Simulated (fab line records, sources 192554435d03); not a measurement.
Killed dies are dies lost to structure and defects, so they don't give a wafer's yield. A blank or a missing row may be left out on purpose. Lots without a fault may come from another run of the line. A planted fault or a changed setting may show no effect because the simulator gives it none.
A struck lot beside a sound one | flow n5_finfet | 15 steps out of a route of 1938
Sound: wafers L190.2, L190.5, L190.6. Struck: wafer L200.5. (L200.3 of the same lot was not struck and is left out.) The cause comes at the end.
At each step with rows: each side's tool, then ch and its chambers, then its first start. Under that, the readings that differ: sound wafers | struck wafers | difference of the means | sigmas: that difference in standard deviations of wafers without a fault.
alike: readings whose means differ by less than 2 such deviations, and words and numbers that are the same on both sides. not compared: withheld readings, readings that some wafer has no value for, bounds like >300 that may hide the same value, and numbers for which the record gives no deviation and whose values overlap.
The two part at a step that has a row with sigmas, a row that says differs or no value, or rows on one side only. Numbers that don't overlap but have no deviation are shown without sigmas and don't part them. A reading that every wafer of one side lacks parts them only if that side has two wafers or more.

N5_BEOL_M6_OVL_MEAS_29:
  sound on overlay-02 ch 0, day 13 06:57; struck on overlay-02 ch 0, day 15 21:22
  alike: V5_OVL
N5_BEOL_M6_INSPECT_30: inspects for defects (brightfield).
  sound on defect_inspect-02, day 13 07:00; struck on defect_inspect-02, day 15 21:25
  alike: raw_defect_count
N5_BEOL_M6_DESCUM_33: chemistry O2, time 7 s.
  sound on rie_diel-05 ch 0,3, day 13 07:02; struck on rie_diel-05 ch 3, day 15 21:26
  alike: bias_power_w, drypump_motor_current_A, oes_product_au, rf_vpp_V, showerhead_plenum_p_Torr, throttle_valve_pct
  not compared: rf_hours_counter_h
N5_BEOL_M6_ETCH_72: etches underlayer in N2/H2, target depth 6.5 nm, time 5.2 s.
  sound on rie_diel-05 ch 0,3, day 13 07:04; struck on rie_diel-05 ch 3, day 15 21:29
  alike: drypump_motor_current_A, etch_rf_on_time_s, h2_flow_sccm, oes_product_au, rf_vpp_V, showerhead_plenum_p_Torr, throttle_valve_pct
  not compared: rf_hours_counter_h
then, 1 step without rows for these wafers: N5_BEOL_M6_ETCH_65 (etches SiARC in CF4, target depth 15.6 nm, time 26 s).
N5_BEOL_M6_ETCH_66: etches SOC in N2/H2, target depth 80 nm, overetch 16 nm, time 120 s.
  sound on rie_diel-05 ch 0,3, day 13 07:07; struck on rie_diel-05 ch 3, day 15 21:31
  alike: drypump_motor_current_A, h2_flow_sccm, oes_product_au, rf_vpp_V, run_length_s, showerhead_plenum_p_Torr, throttle_valve_pct
  not compared: rf_hours_counter_h
then, 4 steps without rows for these wafers: N5_BEOL_M6_STRIP_69 (strips in N2/H2); N5_BEOL_M6_STRIP_73 (strips in N2/H2); N5_BEOL_M6_VIA_ETCH_34 (etches SiCOH lowk in C4F6/O2, target depth 126.3 nm, time 50.9 s); N5_BEOL_M6_STRIP_76 (strips in C4F6/O2).
N5_BEOL_M6_STRIP_36: strips in N2/H2.
  sound on rie_diel-05 ch 0,3, day 13 07:16; struck on rie_diel-05 ch 3, day 15 21:40
  alike: bias_power_w, drypump_motor_current_A, h2_flow_sccm, oes_product_au, rf_vpp_V, showerhead_plenum_p_Torr, throttle_valve_pct
  not compared: rf_hours_counter_h
then, 1 step without rows for these wafers: N5_BEOL_M6_TRENCH_ETCH_37 (etches SiCOH lowk in C4F6/O2, target depth 94.435 nm, time 31.5 s).
N5_BEOL_M6_ETCH_41: etches SiCN in CH3F/O2, target depth 29.7 nm, time 52 s.
  sound on rie_diel-05 ch 0,3, day 13 07:20; struck on rie_diel-05 ch 3, day 15 21:44
  reading                  | sound             | struck | difference | sigmas
  run_length_s (s)         | 75.0 75.5 74.7    | 95.1   | +20.0      | +44
  model.etch.depth_nm (nm) | 19.24 19.27 19.33 | 27.21  | +7.93      |
  alike: drypump_motor_current_A, oes_product_au, rf_vpp_V, showerhead_plenum_p_Torr, throttle_valve_pct
  not compared: rf_hours_counter_h
N5_BEOL_M6_STRIP_80: strips in N2/H2, time 10 s.
  sound on rie_diel-05 ch 0,3; struck on rie_diel-05 ch 3
  alike: bias_power_w, drypump_motor_current_A, h2_flow_sccm, oes_product_au, rf_vpp_V, showerhead_plenum_p_Torr, throttle_valve_pct
  not compared: rf_hours_counter_h
then, 1 step without rows for these wafers: N5_PASSIVATION_PROBE_49.

WHERE THEY PART
Only at N5_BEOL_M6_ETCH_41, within this record. Later steps at which nothing parts them and some readings are alike: N5_BEOL_M6_STRIP_80.

WHY: what the simulator had put in
Process parameter drift: rie_diel-05, from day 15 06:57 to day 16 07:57, at N5_BEOL_M6_ETCH_41. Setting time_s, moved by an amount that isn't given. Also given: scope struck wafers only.
